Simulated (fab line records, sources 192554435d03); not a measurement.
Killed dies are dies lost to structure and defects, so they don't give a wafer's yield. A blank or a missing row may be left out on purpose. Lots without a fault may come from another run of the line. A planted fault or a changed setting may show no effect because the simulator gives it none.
fab line records | flow n5_finfet
record lots=24 wafers=72 last_day=19
route steps=1938 shown BEOL_M1@799 BEOL_M2@855
lots that met no fault: from a run of the same line without faults
start_h: hours from the record's first day to the start of the lot's first wafer shown | wait_h: hours since the lot's step before | " the same as in the row above | L1.1+2: a row that stands for several wafers | - no value, or no start given | * or withheld: withheld | < > ~ a bound
route shown NAME@n: a module of which the file shows steps, and the number in the route of the first | usual: mean/standard deviation of fault-free wafers | same: alike in all rows | chamber/n: place in a boat | sites: the reading at each site | _std_site: their standard deviation | _edge_site: outer sites' mean less inner sites' | radius_mm: how far each site lies from the wafer's centre | mask NAME#n: copy n | behind: the tool/chamber that last shaped the wafer | hold: why the lot was held/for how many hours/how that ended | device: the transistor (n, p or np) that didn't switch | end of line: the same wafers' tests at the end of the route | a step without rows: its recipe alone | killed: dies lost to structure and defects at the first sort, not the wafer's yield | map: a wafer's dies, x killed, . not, _ none there
set.NAME: the setting as run; set.NAME@STEP: as run at that earlier step | model.NAME: the simulator's own value behind a step, which no gauge read
steps of the route over a sample of lots; a table a step, a row a wafer
services: from which hour (start_h, from the record's first day; less than 0 if before it) a tool's chamber was out of use, for how many hours, and why
## steps
# step N5_BEOL_M1_STRIP_36
# recipe chemistry=N2/H2 power_w=450 temp_c=40 pressure_mtorr=20 rf_frequency_hz=6e+07 overash_fraction=0.3 bias_power_w=7 h2_frac=0.5 n2_flow_sccm=200 h2_flow_sccm=200
# usual bias_power_w=7.000/0.022 chamber_pressure_mTorr=20.001/0.03 drypump_motor_current_A=5.6/0.31 oes_product_au=0.77/0.07 rf_vpp_V=59.2/1.3 showerhead_plenum_p_Torr=2.54/0.089 throttle_valve_pct=23.65/0.28
# columns lot.wafer tool chamber start_h wait_h bias_power_w chamber_pressure_mTorr drypump_motor_current_A oes_product_au rf_hours_counter_h rf_vpp_V showerhead_plenum_p_Torr throttle_valve_pct
L074.1 rie_diel-06 3 133.19 0.0 7.014 20.032 5.1 0.72 200 59.6 2.41 23.76
L074.2 " 1 " " 7.009 20.013 6.0 0.95 15 60.5 2.60 23.55
L074.3 " 0 " " 6.998 19.969 5.5 0.90 39 57.6 2.59 23.21
L075.1 rie_diel-06 2 133.55 0.0 7.055 20.027 5.9 0.79 95 60.4 2.68 23.73
L075.4 " 1 " " 6.991 20.004 6.0 0.95 15 58.8 2.59 23.55
L075.5 " 0 " " 6.997 19.970 5.5 0.91 - 59.0 2.58 23.21
L076.1 rie_diel-06 2 139.77 0.0 6.959 20.053 5.9 0.80 96 60.9 2.68 23.73
L076.5 " 0 " " 7.011 20.017 5.4 0.91 - 59.2 2.58 23.20
L076.6 " 1 " " 7.024 19.970 6.0 0.94 - 59.6 2.59 23.56
L077.2 rie_diel-01 0 142.85 0.0 7.028 20.012 5.1 0.83 64 58.6 2.57 23.67
L077.3 " 2 " " 7.015 19.952 5.7 0.72 201 60.0 2.52 23.82
L077.6 " 3 " " 7.031 19.945 5.7 0.78 - 60.0 2.46 23.57
L078.2 rie_diel-03 3 147.20 0.0 6.991 20.021 5.7 0.70 214 57.9 2.52 23.97
L078.5 " 0 " " 6.997 19.985 5.6 0.74 - 59.9 2.52 23.15
L078.6 " 3 " " 7.005 20.000 5.7 0.70 - 58.8 2.52 23.95
L079.3 rie_diel-01 3 159.62 0.0 6.982 19.986 5.7 0.77 122 59.2 2.46 23.58
L079.4 " 2 " " 6.994 19.993 5.7 0.71 205 58.8 2.52 23.81
L079.6 " 3 " " 6.965 20.010 5.7 0.78 - 59.2 2.46 23.59
L080.1 rie_diel-03 1 168.58 0.0 6.983 20.035 5.2 0.78 131 58.2 2.33 23.17
L080.2 " 3 " " 6.988 20.028 5.7 0.70 220 60.1 2.51 23.98
L080.6 " 2 " " 7.029 19.956 5.3 0.74 - 60.7 2.53 24.18
L081.1 rie_diel-03 2 176.70 0.0 6.991 19.995 5.3 0.74 165 58.3 2.53 24.15
L081.3 " 0 " " 6.967 20.033 5.6 0.72 197 59.1 2.51 23.16
L081.6 " 3 " " 6.987 19.997 5.7 0.70 - 59.6 2.51 23.95
L082.1 rie_diel-01 3 176.91 0.0 7.023 20.045 5.7 0.76 126 57.8 2.46 23.62
L082.2 " 2 " " 7.011 19.988 5.7 0.72 209 59.3 2.52 23.83
L082.6 " 2 " " 6.993 20.033 5.7 0.71 - 59.6 2.52 23.83
L083.1 rie_diel-03 3 191.23 0.0 7.015 19.997 5.7 0.69 227 59.3 2.51 23.99
L083.3 " 0 " " 7.009 20.009 5.6 0.72 202 60.2 2.51 23.17
L083.5 " 2 " " 7.009 19.963 5.3 0.73 - 59.3 2.53 24.17
L084.1 rie_diel-06 0 195.82 0.0 6.979 19.948 5.5 0.87 57 60.7 2.58 23.26
L084.2 " 1 " " 7.048 20.015 6.0 0.90 32 60.5 2.59 23.56
L084.5 " 0 " " 6.995 19.990 5.4 0.87 - 58.9 2.58 23.24
L085.1 rie_diel-06 2 202.14 0.0 7.018 19.967 6.0 0.78 111 61.1 2.67 23.77
L085.2 " 0 " " 6.995 20.003 5.5 0.87 58 60.7 2.58 23.25
L085.6 " 2 " " 6.995 20.033 6.0 0.79 - 61.6 2.67 23.76
L086.1 rie_diel-01 2 203.55 0.0 7.001 20.000 5.7 0.72 217 59.3 2.52 23.86
L086.4 " 3 " " 6.976 20.002 5.7 0.78 133 59.7 2.45 23.59
L086.5 " 0 " " 7.002 19.995 5.1 0.82 - 59.5 2.57 23.76
L088.1 rie_diel-03 0 209.90 0.0 6.990 20.047 5.6 0.71 208 61.3 2.51 23.18
L088.2 " 2 " " 6.974 19.954 5.2 0.74 175 57.4 2.53 24.18
L088.5 " 0 " " 7.002 20.032 5.6 0.72 - 58.6 2.51 23.16
L087.1 rie_diel-06 1 209.94 0.0 6.999 19.999 6.0 0.87 37 57.4 2.59 23.59
L087.5 " 2 " " 7.033 19.986 6.0 0.77 - 57.8 2.67 23.75
L087.6 " 1 " " 7.005 20.040 5.9 0.89 - 59.3 2.58 23.56
L090.1 rie_diel-01 3 221.88 0.0 6.990 19.957 5.7 0.76 142 57.7 2.45 23.61
L090.4 " 2 " " 7.016 19.971 5.7 0.71 225 57.9 2.51 23.84
L090.5 " 2 " " 7.030 19.956 5.7 0.71 - 58.1 2.51 23.84
L089.1 rie_diel-03 3 221.91 0.0 6.969 20.002 5.7 0.69 236 60.3 2.51 24.00
L089.2 " 0 " " 7.008 19.992 5.6 0.71 211 58.6 2.51 23.17
L089.5 " 1 " " 7.002 19.975 5.3 0.77 - 57.8 2.33 23.17
L091.3 rie_diel-01 3 229.12 0.0 7.014 20.089 5.7 0.75 144 62.1 2.45 23.61
L091.4 " 1 " " 7.024 20.011 5.6 0.70 227 61.2 2.62 23.74
L091.5 " 0 " " 6.994 20.017 5.1 0.81 - 59.0 2.56 23.74
L092.1 rie_diel-06 0 229.55 0.0 6.982 20.080 5.5 0.87 67 60.1 2.57 23.26
L092.3 " 2 " " 7.017 20.003 6.0 0.78 116 59.7 2.67 23.80
L092.5 " 3 " " 6.987 20.018 5.1 0.71 - 59.4 2.40 23.79
L093.3 rie_diel-06 1 238.63 0.0 6.972 19.999 6.0 0.87 47 58.4 2.58 23.61
L093.5 " 2 " " 6.984 20.003 6.0 0.77 - 58.1 2.67 23.74
L093.6 " 3 " " 6.962 19.994 5.1 0.72 - 59.9 2.40 23.80
L094.1 rie_diel-01 2 241.76 0.0 7.024 19.985 5.7 0.70 232 59.0 2.51 23.85
L094.2 " 1 " " 7.014 19.942 5.6 0.70 231 58.9 2.62 23.75
L094.4 " 0 " " 7.031 19.956 5.1 0.81 88 62.3 2.56 23.71
L095.2 rie_diel-06 1 251.60 0.0 6.996 20.002 6.0 0.87 51 61.8 2.58 23.61
L095.5 " 0 " " 7.018 19.947 5.5 0.85 - 57.8 2.57 23.30
L095.6 " 1 " " 7.044 20.049 6.0 0.87 - 60.5 2.58 23.57
L096.1 rie_diel-01 2 258.04 0.0 6.976 19.994 5.7 0.70 237 59.3 2.51 23.87
L096.2 " 1 " " 7.060 20.020 5.6 0.70 236 60.0 2.62 23.76
L096.3 " 3 " " 6.969 20.010 5.7 0.74 152 58.1 2.44 23.63
L097.2 rie_diel-06 3 258.98 0.0 6.993 20.014 5.1 0.71 236 56.5 2.40 23.80
L097.4 " 1 " " 6.985 19.977 6.0 0.87 53 59.9 2.58 23.57
L097.6 " 2 " " 6.979 19.999 6.0 0.78 - 60.6 2.67 23.77
# step N5_BEOL_M1_TRENCH_ETCH_37
# recipe chemistry=C4F6/O2 target_depth_a=552.07 target=SiOC time_s=29 ion_energy_ev=250 pressure_mtorr=30 source_w=355 bias_w=185 Ar_flow_sccm=300 C4F6_flow_sccm=10 O2_flow_sccm=10
# usual chamber_pressure_mTorr=29.998/0.026 drypump_motor_current_A=5.5/0.31 oes_product_au=0.77/0.068 rf_vpp_V=668/6.5 showerhead_plenum_p_Torr=2.84/0.088 throttle_valve_pct=20.79/0.25
# columns lot.wafer tool chamber start_h wait_h chamber_pressure_mTorr drypump_motor_current_A oes_product_au rf_hours_counter_h rf_vpp_V showerhead_plenum_p_Torr throttle_valve_pct
L074.1 rie_diel-06 3 - - 30.028 5.1 0.73 200 668 2.71 20.81
L074.2 " 1 " " 30.048 5.9 0.94 15 667 2.91 20.56
L074.3 " 0 " " 30.041 5.5 0.91 39 673 2.90 20.49
L075.1 rie_diel-06 2 - - 29.957 5.9 0.80 95 675 2.97 20.49
L075.4 " 1 " " 30.005 6.0 0.93 15 667 2.91 20.57
L075.5 " 0 " " 29.996 5.5 0.90 - 675 2.90 20.51
L076.1 rie_diel-06 2 - - 29.955 6.0 0.80 96 673 2.97 20.50
L076.5 " 0 " " 29.998 5.5 0.90 - 673 2.89 20.49
L076.6 " 1 " " 29.986 6.0 0.93 - 667 2.91 20.56
L077.2 rie_diel-01 0 - - 30.022 5.1 0.83 64 671 2.89 21.02
L077.3 " 2 " " 29.959 5.7 0.73 201 674 2.83 21.02
L077.6 " 3 " " 30.012 5.7 0.78 - 662 2.77 20.60
L078.2 rie_diel-03 3 - - 29.957 5.7 0.70 214 669 2.81 21.09
L078.5 " 0 " " 29.996 5.5 0.73 - 650 2.83 20.68
L078.6 " 3 " " 30.045 5.7 0.70 - 667 2.81 21.05
L079.3 rie_diel-01 3 - - 30.027 5.7 0.77 122 664 2.77 20.59
L079.4 " 2 " " 30.026 5.7 0.72 205 675 2.83 21.02
L079.6 " 3 " " 29.974 5.7 0.77 - 663 2.77 20.60
L080.1 rie_diel-03 1 - - 30.043 5.2 0.78 131 660 2.65 20.63
L080.2 " 3 " " 29.947 5.7 0.71 220 668 2.81 21.07
L080.6 " 2 " " 29.996 5.3 0.75 - 672 2.85 21.39
L081.1 rie_diel-03 2 - - 29.990 5.3 0.74 165 672 2.85 21.40
L081.3 " 0 " " 30.017 5.5 0.72 197 650 2.83 20.70
L081.6 " 3 " " 29.976 5.7 0.70 - 668 2.81 21.08
L082.1 rie_diel-01 3 - - 29.974 5.7 0.77 126 662 2.76 20.62
L082.2 " 2 " " 29.956 5.7 0.71 209 673 2.82 21.02
L082.6 " 2 " " 29.964 5.7 0.72 - 673 2.82 21.03
L083.1 rie_diel-03 3 - - 29.965 5.7 0.69 227 667 2.81 21.09
L083.3 " 0 " " 29.986 5.6 0.72 202 650 2.82 20.70
L083.5 " 2 " " 29.982 5.3 0.74 - 672 2.85 21.40
L084.1 rie_diel-06 0 - - 30.047 5.5 0.87 57 675 2.89 20.53
L084.2 " 1 " " 30.016 6.0 0.90 32 667 2.90 20.58
L084.5 " 0 " " 29.974 5.5 0.87 - 673 2.89 20.51
L085.1 rie_diel-06 2 - - 30.022 5.9 0.79 112 673 2.97 20.52
L085.2 " 0 " " 30.010 5.5 0.87 58 673 2.89 20.52
L085.6 " 2 " " 30.009 5.9 0.78 - 674 2.97 20.52
L086.1 rie_diel-01 2 - - 29.976 5.7 0.72 217 673 2.82 21.03
L086.4 " 3 " " 29.964 5.7 0.77 133 662 2.76 20.62
L086.5 " 0 " " 29.974 5.1 0.82 - 672 2.88 21.03
L088.1 rie_diel-03 0 - - 29.996 5.6 0.72 208 649 2.82 20.72
L088.2 " 2 " " 29.984 5.3 0.73 175 672 2.85 21.41
L088.5 " 0 " " 30.015 5.5 0.72 - 650 2.82 20.71
L087.1 rie_diel-06 1 - - 30.001 6.0 0.89 37 666 2.90 20.60
L087.5 " 2 " " 29.999 5.9 0.78 - 673 2.97 20.51
L087.6 " 1 " " 29.985 6.0 0.88 - 666 2.90 20.57
L090.1 rie_diel-01 3 - - 29.968 5.7 0.77 142 663 2.76 20.63
L090.4 " 2 " " 30.024 5.7 0.71 225 673 2.82 21.04
L090.5 " 2 " " 30.006 5.7 0.71 - 673 2.82 21.03
L089.1 rie_diel-03 3 - - 30.002 5.7 0.70 236 668 2.80 21.11
L089.2 " 0 " " 29.939 5.6 0.72 211 649 2.82 20.72
L089.5 " 1 " " 29.988 5.2 0.76 - 660 2.64 20.66
L091.3 rie_diel-01 3 - - 29.991 5.7 0.76 144 661 2.76 20.62
L091.4 " 1 " " 30.005 5.6 0.71 227 666 2.92 20.87
L091.5 " 0 " " 30.026 5.1 0.82 - 671 2.88 21.05
L092.1 rie_diel-06 0 - - 29.965 5.5 0.86 67 673 2.88 20.53
L092.3 " 2 " " 29.994 6.0 0.77 116 675 2.96 20.53
L092.5 " 3 " " 29.967 5.1 0.71 - 665 2.69 20.84
L093.3 rie_diel-06 1 - - 29.996 6.0 0.87 47 666 2.90 20.61
L093.5 " 2 " " 29.993 6.0 0.78 - 673 2.96 20.55
L093.6 " 3 " " 29.951 5.1 0.70 - 666 2.69 20.83
L094.1 rie_diel-01 2 - - 30.017 5.7 0.70 232 674 2.81 21.04
L094.2 " 1 " " 29.988 5.6 0.70 231 667 2.91 20.91
L094.4 " 0 " " 29.987 5.1 0.81 88 673 2.88 21.05
L095.2 rie_diel-06 1 - - 30.028 6.0 0.86 51 667 2.89 20.62
L095.5 " 0 " " 30.020 5.4 0.85 - 673 2.88 20.53
L095.6 " 1 " " 29.986 6.0 0.87 - 666 2.89 20.61
L096.1 rie_diel-01 2 - - 30.001 5.7 0.70 237 672 2.81 21.07
L096.2 " 1 " " 29.980 5.6 0.69 236 665 2.91 20.88
L096.3 " 3 " " 29.998 5.7 0.75 152 660 2.75 20.62
L097.2 rie_diel-06 3 - - 30.011 5.1 0.70 236 665 2.69 20.85
L097.4 " 1 " " 30.032 6.0 0.87 53 665 2.89 20.61
L097.6 " 2 " " 29.974 5.9 0.78 - 674 2.96 20.55
# step N5_BEOL_M1_SPUTTER_88
# recipe material=Cu target_thk_a=45 temp_c=-20 chamber_pressure_pa=0.07 power_w=withheld time_s=8.29
# usual substrate_temp_c=-19.99/0.12 throttle_valve_pct=30.1/1.1
# columns lot.wafer tool chamber start_h wait_h substrate_temp_c throttle_valve_pct
L074.1 pvd_sputter-03 - 135.54 0.1 -20.00 30.3
L074.2 " - " " -19.95 30.5
L074.3 " - " " -19.89 30.9
L075.1 pvd_sputter-01 - 137.28 0.1 -19.97 28.9
L075.4 " - " " -19.85 30.8
L075.5 " - " " -20.05 29.0
L076.1 pvd_sputter-01 - 142.00 0.1 -20.23 27.8
L076.5 " - " " -20.01 30.7
L076.6 " - " " -19.90 30.2
L077.2 pvd_sputter-03 - 146.16 0.1 -19.89 30.4
L077.3 " - " " -19.94 30.9
L077.6 " - " " -20.00 30.6
L078.2 pvd_sputter-03 - 149.56 0.1 -20.06 30.3
L078.5 " - " " -19.87 30.5
L078.6 " - " " -20.10 30.8
L079.3 pvd_sputter-03 - 161.73 0.1 -20.25 30.9
L079.4 " - " " -19.88 29.9
L079.6 " - " " -19.99 31.1
L080.1 pvd_sputter-01 - 172.67 0.1 -19.91 27.7
L080.2 " - " " -19.72 29.9
L080.6 " - " " -19.86 27.6
L081.1 pvd_sputter-03 - 178.61 0.1 -20.15 30.0
L081.3 " - " " -19.76 30.9
L081.6 " - " " -19.78 30.5
L082.1 pvd_sputter-01 - 178.86 0.1 -20.11 30.8
L082.2 " - " " -20.01 27.6
L082.6 " - " " -20.09 30.8
L083.1 pvd_sputter-01 - 193.82 0.1 -20.02 30.8
L083.3 " - " " -20.18 30.1
L083.5 " - " " -20.02 27.8
L084.1 pvd_sputter-01 - 197.72 0.1 -20.12 30.8
L084.2 " - " " -20.03 27.8
L084.5 " - " " -19.97 29.3
L085.1 pvd_sputter-02 - 204.66 0.1 -20.05 29.4
L085.2 " - " " -19.87 29.1
L085.6 " - " " -20.14 29.3
L086.1 pvd_sputter-03 - 205.87 0.1 -20.23 30.3
L086.4 " - " " -19.83 30.7
L086.5 " - " " -19.92 30.2
L088.1 pvd_sputter-02 - 212.57 0.1 -20.07 31.4
L088.2 " - " " -19.98 31.5
L088.5 " - " " -19.98 29.1
L087.1 pvd_sputter-03 - 212.59 0.1 -20.05 29.9
L087.5 " - " " -19.88 30.7
L087.6 " - " " -20.08 30.5
L090.1 pvd_sputter-03 - 224.00 0.1 -19.87 30.6
L090.4 " - " " -19.90 30.3
L090.5 " - " " -20.02 30.9
L089.1 pvd_sputter-02 - 225.64 0.1 -19.97 29.0
L089.2 " - " " -20.11 29.0
L089.5 " - " " -20.02 31.7
L091.3 pvd_sputter-02 - 231.31 0.1 -20.00 31.5
L091.4 " - " " -19.83 31.3
L091.5 " - " " -19.95 31.7
L092.1 pvd_sputter-02 - 233.15 0.1 -19.97 29.2
L092.3 " - " " -19.93 31.7
L092.5 " - " " -20.04 31.5
L093.3 pvd_sputter-02 - 240.87 0.1 -20.11 31.6
L093.5 " - " " -20.13 28.9
L093.6 " - " " -19.97 31.8
L094.1 pvd_sputter-02 - 243.79 0.1 -20.00 31.7
L094.2 " - " " -20.02 29.5
L094.4 " - " " -19.96 28.7
L095.2 pvd_sputter-01 - 253.43 0.1 -20.08 30.2
L095.5 " - " " -20.18 27.5
L095.6 " - " " -20.22 29.2
L096.1 pvd_sputter-01 - 260.20 0.1 -20.07 30.7
L096.2 " - " " -20.13 30.1
L096.3 " - " " -19.89 27.6
L097.2 pvd_sputter-02 - 262.55 0.1 -20.11 31.6
L097.4 " - " " -20.03 29.0
L097.6 " - " " -19.72 29.3
# step N5_BEOL_M1_THK_MEAS_53
# recipe thk_meas_gauge=xrf reads=Cu_of_BEOL_M1_ECD_50
# usual M1_THK=39.6/1.5
# columns lot.wafer tool chamber start_h wait_h M1_THK[nm]
L074.1 film_metro-01 - 137.32 - 38.9
L074.2 " - " " 40.0
L074.3 " - " " 39.4
L075.1 film_metro-01 - 138.95 - 38.3
L075.4 " - " " 37.6
L075.5 " - " " 38.9
L076.1 film_metro-02 - 143.67 - 38.7
L076.5 " - " " 38.2
L076.6 " - " " 40.8
L077.2 film_metro-01 - 147.99 - 39.9
L077.3 " - " " 39.1
L077.6 " - " " 39.2
L078.2 film_metro-02 - 151.23 - 40.5
L078.5 " - " " 40.0
L078.6 " - " " 40.6
L079.3 film_metro-01 - 163.40 - 37.2
L079.4 " - " " 40.0
L079.6 " - " " 40.4
L080.1 film_metro-01 - 174.70 - 36.5
L080.2 " - " " 35.9
L080.6 " - " " 39.2
L081.1 film_metro-02 - 180.27 - 40.0
L081.3 " - " " 40.5
L081.6 " - " " 40.8
L082.1 film_metro-02 - 180.53 - 36.6
L082.2 " - " " 38.9
L082.6 " - " " 40.3
L083.1 film_metro-01 - 195.63 - 38.5
L083.3 " - " " 38.4
L083.5 " - " " 39.2
L084.1 film_metro-02 - 199.39 - 39.6
L084.2 " - " " 37.2
L084.5 " - " " 40.1
L085.1 film_metro-02 - 206.32 - 39.5
L085.2 " - " " 38.3
L085.6 " - " " 40.2
L086.1 film_metro-02 - 207.54 - 36.4
L086.4 " - " " 37.2
L086.5 " - " " 39.0
L088.1 film_metro-01 - 214.24 - 41.2
L088.2 " - " " 40.5
L088.5 " - " " 40.6
L087.1 film_metro-02 - 214.26 - 38.6
L087.5 " - " " 38.5
L087.6 " - " " 39.7
L090.1 film_metro-01 - 225.74 - 41.7
L090.4 " - " " 41.3
L090.5 " - " " 41.6
L089.1 film_metro-01 - 227.32 - 39.9
L089.2 " - " " 36.6
L089.5 " - " " 40.8
L091.3 film_metro-02 - 232.98 - 39.3
L091.4 " - " " 39.7
L091.5 " - " " 40.6
L092.1 film_metro-01 - 234.89 - 39.1
L092.3 " - " " 39.8
L092.5 " - " " 40.4
L093.3 film_metro-02 - 242.54 - 40.9
L093.5 " - " " 39.6
L093.6 " - " " 40.1
L094.1 film_metro-01 - 245.46 - 41.8
L094.2 " - " " 39.9
L094.4 " - " " 40.1
L095.2 film_metro-01 - 255.12 - 39.1
L095.5 " - " " 43.2
L095.6 " - " " 42.1
L096.1 film_metro-01 - 261.87 - 38.2
L096.2 " - " " 37.8
L096.3 " - " " 37.3
L097.2 film_metro-02 - 264.22 - 39.7
L097.4 " - " " 42.1
L097.6 " - " " 41.2
# step N5_BEOL_M1_CO_CAP_55
# recipe material=Co target_thk_a=20 temp_c=200 precursor=CCTBA/H2 pressure_torr=30 time_s=102.1
# usual heater_power_w=237/28
# columns lot.wafer tool chamber start_h wait_h heater_power_w
L074.1 cvd_co-02 2 137.39 0.0 198
L074.2 " 1 " " 255
L074.3 " 0 " " 242
L075.1 cvd_co-02 1 139.03 0.0 242
L075.4 " 1 " " 248
L075.5 " 2 " " 197
L076.1 cvd_co-01 2 143.75 0.0 286
L076.5 " 2 " " 279
L076.6 " 1 " " 251
L077.2 cvd_co-01 2 148.07 0.0 294
L077.3 " 0 " " 207
L077.6 " 2 " " 284
L078.2 cvd_co-02 2 151.30 0.0 199
L078.5 " 0 " " 239
L078.6 " 2 " " 199
L079.3 cvd_co-02 0 163.48 0.0 239
L079.4 " 1 " " 243
L079.6 " 0 " " 245
L080.1 cvd_co-02 0 175.32 0.0 245
L080.2 " 1 " " 256
L080.6 " 0 " " 241
L081.1 cvd_co-02 1 180.35 0.0 250
L081.3 " 2 " " 197
L081.6 " 0 " " 241
L082.1 cvd_co-01 0 180.61 0.0 205
L082.2 " 2 " " 280
L082.6 " 0 " " 211
L083.1 cvd_co-02 1 195.70 0.0 251
L083.3 " 2 " " 199
L083.5 " 1 " " 252
L084.1 cvd_co-02 0 199.47 0.0 239
L084.2 " 1 " " 252
L084.5 " 2 " " 202
L085.1 cvd_co-01 0 206.40 0.0 214
L085.2 " 2 " " 289
L085.6 " 0 " " 206
L086.1 cvd_co-01 2 207.61 0.0 290
L086.4 " 1 " " 242
L086.5 " 0 " " 211
L088.1 cvd_co-01 0 214.32 0.0 209
L088.2 " 1 " " 245
L088.5 " 0 " " 210
L087.1 cvd_co-02 1 214.33 0.0 247
L087.5 " 0 " " 239
L087.6 " 1 " " 250
L090.1 cvd_co-02 1 225.82 0.0 252
L090.4 " 2 " " 200
L090.5 " 1 " " 246
L089.1 cvd_co-01 2 227.42 0.0 283
L089.2 " 0 " " 210
L089.5 " 0 " " 206
L091.3 cvd_co-02 2 233.05 0.0 198
L091.4 " 1 " " 255
L091.5 " 0 " " 240
L092.1 cvd_co-01 2 234.97 0.0 296
L092.3 " 1 " " 245
L092.5 " 1 " " 248
L093.3 cvd_co-01 2 242.62 0.0 285
L093.5 " 1 " " 252
L093.6 " 0 " " 199
L094.1 cvd_co-01 1 245.53 0.0 251
L094.2 " 2 " " 279
L094.4 " 1 " " 246
L095.2 cvd_co-02 0 255.19 0.0 235
L095.5 " 2 " " 199
L095.6 " 1 " " 254
L096.1 cvd_co-02 0 261.94 0.0 245
L096.2 " 1 " " 255
L096.3 " 2 " " 198
L097.2 cvd_co-02 0 264.30 0.0 237
L097.4 " 2 " " 203
L097.6 " 1 " " 257
# step N5_BEOL_M2_OVL_MEAS_12
# recipe points_per_wafer=522
# usual M2_OVL=0.3/0.61
# columns lot.wafer tool chamber start_h wait_h M2_OVL[nm]
L074.1 overlay-02 0 139.05 0.0 0.2
L074.2 " 0 " " -0.3
L074.3 " 0 " " 0.4
L075.1 overlay-02 0 140.71 0.0 0.7
L075.4 " 0 " " 1.6
L075.5 " 0 " " 0.5
L076.1 overlay-02 0 144.58 0.0 0.9
L076.5 " 0 " " 1.1
L076.6 " 0 " " 1.4
L077.2 overlay-02 0 152.65 0.0 0.0
L077.3 " 0 " " 0.2
L077.6 " 0 " " 0.9
L078.2 overlay-02 0 153.19 0.0 0.6
L078.5 " 0 " " 1.3
L078.6 " 0 " " -0.1
L079.3 overlay-02 0 166.17 0.0 1.6
L079.4 " 0 " " 0.7
L079.6 " 0 " " 1.2
L080.1 overlay-02 0 177.50 0.0 -0.6
L080.2 " 0 " " 0.1
L080.6 " 0 " " -0.9
L081.1 overlay-02 0 182.28 0.0 0.3
L081.3 " 0 " " -0.2
L081.6 " 0 " " -0.3
L082.1 overlay-02 0 182.44 0.0 0.3
L082.2 " 0 " " 1.2
L082.6 " 0 " " 0.8
L083.1 overlay-02 0 196.73 0.0 1.1
L083.3 " 0 " " 1.5
L083.5 " 0 " " 0.8
L084.1 overlay-01 0 201.32 0.0 -0.3
L084.2 " 0 " " 0.2
L084.5 " 0 " " 0.6
L085.1 overlay-02 0 209.13 0.0 -0.5
L085.2 " 0 " " -0.4
L085.6 " 0 " " -1.0
L086.1 overlay-01 0 209.33 0.0 -0.5
L086.4 " 0 " " -0.2
L086.5 " 0 " " -0.1
L088.1 overlay-01 0 215.88 0.0 0.3
L088.2 " 0 " " 0.1
L088.5 " 0 " " 0.1
L087.1 overlay-01 0 216.07 0.0 -0.3
L087.5 " 0 " " -0.7
L087.6 " 0 " " 0.5
L090.1 overlay-01 0 227.33 0.0 0.8
L090.4 " 0 " " 0.7
L090.5 " 0 " " 0.6
L089.1 overlay-01 0 229.51 0.0 0.1
L089.2 " 0 " " 0.3
L089.5 " 0 " " 0.8
L091.3 overlay-01 0 234.58 0.0 -0.2
L091.4 " 0 " " -0.8
L091.5 " 0 " " -0.4
L092.1 overlay-01 0 237.64 0.0 0.1
L092.3 " 0 " " 0.5
L092.5 " 0 " " 0.2
L093.3 overlay-01 0 245.57 0.0 -0.2
L093.5 " 0 " " -0.2
L093.6 " 0 " " 0.1
L094.1 overlay-01 0 248.46 0.0 0.4
L094.2 " 0 " " 0.5
L094.4 " 0 " " 0.2
L095.2 overlay-01 0 256.04 0.0 -0.1
L095.5 " 0 " " 0.0
L095.6 " 0 " " 0.1
L096.1 overlay-02 0 263.87 0.0 0.5
L096.2 " 0 " " 0.4
L096.3 " 0 " " 1.0
L097.2 overlay-02 0 266.69 0.0 0.8
L097.4 " 0 " " 0.3
L097.6 " 0 " " -0.5
## services
# columns tool chamber start_h hours kind
rie_diel-03 - 110.52 4.3 pm
cvd_co-02 1 114.67 - clean
cvd_co-02 1 114.67 22.0 scheduled_down
cvd_co-02 1 114.67 22.0 vent_cycle
cvd_co-02 2 117.14 14.5 repair
rie_diel-03 0 122.22 3.0 repair
rie_diel-03 0 125.87 9.6 repair
cvd_co-01 0 131.32 4.0 repair
cvd_co-02 - 131.90 0.2 repair
rie_diel-01 0 135.30 1.6 repair
rie_diel-06 2 146.56 6.0 repair
rie_diel-03 2 152.31 9.3 repair
rie_diel-03 1 174.66 6.3 repair
pvd_sputter-03 - 186.76 4.3 repair
cvd_co-02 - 191.85 0.4 repair
rie_diel-01 0 210.39 10.2 repair
cvd_co-01 - 214.39 6.0 pm
cvd_co-01 - 221.28 1.4 repair
rie_diel-03 2 241.27 5.7 repair
rie_diel-03 3 244.60 9.1 repair
## key
fault none
